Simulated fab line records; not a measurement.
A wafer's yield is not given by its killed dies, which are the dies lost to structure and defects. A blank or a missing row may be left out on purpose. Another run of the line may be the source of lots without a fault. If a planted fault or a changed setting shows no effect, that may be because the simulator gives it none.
Matching of chambers + flow n5-finfet + N5_BEOL_M0_PRE_CLEAN_131 on cvd-co-02: 3 sister chambers
The step time 15 s. 3 wafers are shown with their chamber, then 12 later ones without.

WAFERS PAIRED WITH THEIR CHAMBERS
| wafer  | chamber | heater-power-w (W) |
|--------|---------|--------------------|
| L089.4 | 0       | 68                 |
| L089.5 | 2       | 95                 |
| L089.6 | 1       | 83                 |

WAFERS WHOSE CHAMBER IS MISSING
| wafer  | heater-power-w (W) |
|--------|--------------------|
| L090.3 | 68                 |
| L090.4 | 69                 |
| L090.5 | 84                 |
| L093.1 | 66                 |
| L093.2 | 98                 |
| L093.3 | 85                 |
| L093.4 | 82                 |
| L093.5 | 69                 |
| L093.6 | 96                 |
| L094.1 | 83                 |
| L094.2 | 99                 |
| L094.4 | 85                 |

WHICH CHAMBER EACH WENT THROUGH
| wafer  | from the rows above | in truth |
|--------|---------------------|----------|
| L090.3 | 0                   | 0        |
| L090.4 | 0                   | 0        |
| L090.5 | 1                   | 1        |
| L093.1 | 0                   | 0        |
| L093.2 | 2                   | 2        |
| L093.3 | 1                   | 1        |
| L093.4 | 1                   | 1        |
| L093.5 | 0                   | 0        |
| L093.6 | 2                   | 2        |
| L094.1 | 1                   | 1        |
| L094.2 | 2                   | 2        |
| L094.4 | 1                   | 1        |
Correct placement for 12 of the 12. Left unplaced by these rows: 0. 0 placed wrongly.
How it was worked out, from the rows above alone: a wafer's distance from a chamber is the root of the sum, over the readings, of the square of ((its reading less the chamber's mean) divided by the reading's scatter). The wafer belongs to the nearest chamber; if the next one is less than 2 further off, it can't be placed. For every chamber, the mean is computed from those of its wafers that are shown. The scatter: with one shown wafer a chamber, the root of the mean of the squares of how far each hidden wafer lies from its nearest shown one.
